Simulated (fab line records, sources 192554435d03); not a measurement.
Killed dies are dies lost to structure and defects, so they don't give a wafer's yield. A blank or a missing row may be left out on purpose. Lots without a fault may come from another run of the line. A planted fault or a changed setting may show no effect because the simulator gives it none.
Chamber matching | flow n5_finfet | N5_BEOL_M7_ETCH_61 on rie_diel-03: 4 sister chambers
The step etches SiARC in CF4, target depth 45.5 nm, time 75.8 s. 4 wafers are shown with their chamber, then 7 later ones without.

WAFERS WITH THEIR CHAMBER
wafer  | chamber | showerhead_plenum_p_Torr (Torr)
L134.5 | 3       | 2.15
L134.6 | 2       | 2.11
L144.2 | 1       | 2.19
L144.4 | 0       | 2.12

WAFERS WITHOUT THEIR CHAMBER
wafer  | showerhead_plenum_p_Torr (Torr)
L144.5 | 2.11
L146.3 | 2.14
L146.4 | 2.11
L146.6 | 2.19
L148.2 | 2.18
L148.3 | 2.14
L148.5 | 2.11

WHICH CHAMBER EACH WENT THROUGH
wafer  | from the rows above     | in truth
L144.5 | can't be placed: 2 or 0 | 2
L146.3 | can't be placed: 3 or 0 | 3
L146.4 | can't be placed: 2 or 0 | 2
L146.6 | 1                       | 1
L148.2 | 1                       | 1
L148.3 | can't be placed: 3 or 0 | 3
L148.5 | can't be placed: 2 or 0 | 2
Placed correctly: 2 of 7. Can't be placed from these rows: 5 (the true chamber is among the candidates in 5). Placed wrongly: 0.
How it was worked out, from the rows above alone: a wafer's distance from a chamber is the root of the sum, over the readings, of the square of ((its reading less the chamber's mean) divided by the reading's scatter). The wafer belongs to the nearest chamber; if the next one is less than 2 further off, it can't be placed. A chamber's mean is the mean of its shown wafers. The scatter: with one shown wafer a chamber, the root of the mean of the squares of how far each hidden wafer lies from its nearest shown one.
